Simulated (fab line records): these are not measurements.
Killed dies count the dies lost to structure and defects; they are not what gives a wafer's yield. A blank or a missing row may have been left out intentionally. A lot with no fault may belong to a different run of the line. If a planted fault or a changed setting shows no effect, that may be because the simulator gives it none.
Which tool is to blame? | flow n5Finfet | 36 wafers sampled from 12 lots at 1 step of a route of 1938

== WHAT EACH GAUGE READ, for each wafer ==
N5_BEOL_M6_OVL_MEAS_29.
lot  | measured     | on         | V5_OVL (nm)
L075 | day 8 17:24  | overlay-02 | -0.3 -0.3 -0.1
L076 | day 9 10:16  | overlay-02 | 0.9 0.3 -0.1
L078 | day 9 22:50  | overlay-01 | 1.0 -0.1 0.3
L083 | day 10 15:49 | overlay-01 | 0.4 0.5 -0.7
L082 | day 10 19:49 | overlay-01 | 0.1 -0.7 -0.7
L085 | day 11 14:29 | overlay-02 | -0.8 -0.7 0.0
L087 | day 12 10:12 | overlay-01 | 0.0 -0.4 0.3
L088 | day 12 17:31 | overlay-02 | 0.3 -0.5 -0.4
L091 | day 13 17:22 | overlay-01 | -1.0 -0.4 -0.4
L094 | day 13 23:04 | overlay-02 | 0.6 0.4 -0.2
L092 | day 14 13:28 | overlay-02 | -0.5 0.5 -1.7
L097 | day 15 11:35 | overlay-01 | -0.6 -1.0 0.7

== WHICH TOOL RAN EACH LOT (tool, then ch and the chambers of the sampled wafers, then the start) ==
The record holds no process step before these readings.

== THE ANSWER, worked out from the rows above alone ==
Rule: usual is defined by the lots themselves. The widest of any qualifying gaps counts: lots, ordered by their means at a reading, are off when they make up no more than a third of the lots, leave a main group of 4 or more, and stand apart from it by 3 or more times the standard deviation of that group's means. Not used: any main group whose means are identical at the precision the tables above print for the reading. Also off: a lot with no number at a reading for which 4 or more lots have one. Where the step has rows for the other lots, those lots are counted as sound.
None of the lots is off at any reading shown; this tells nothing.

== WHAT WAS PUT IN BY THE SIMULATOR ==
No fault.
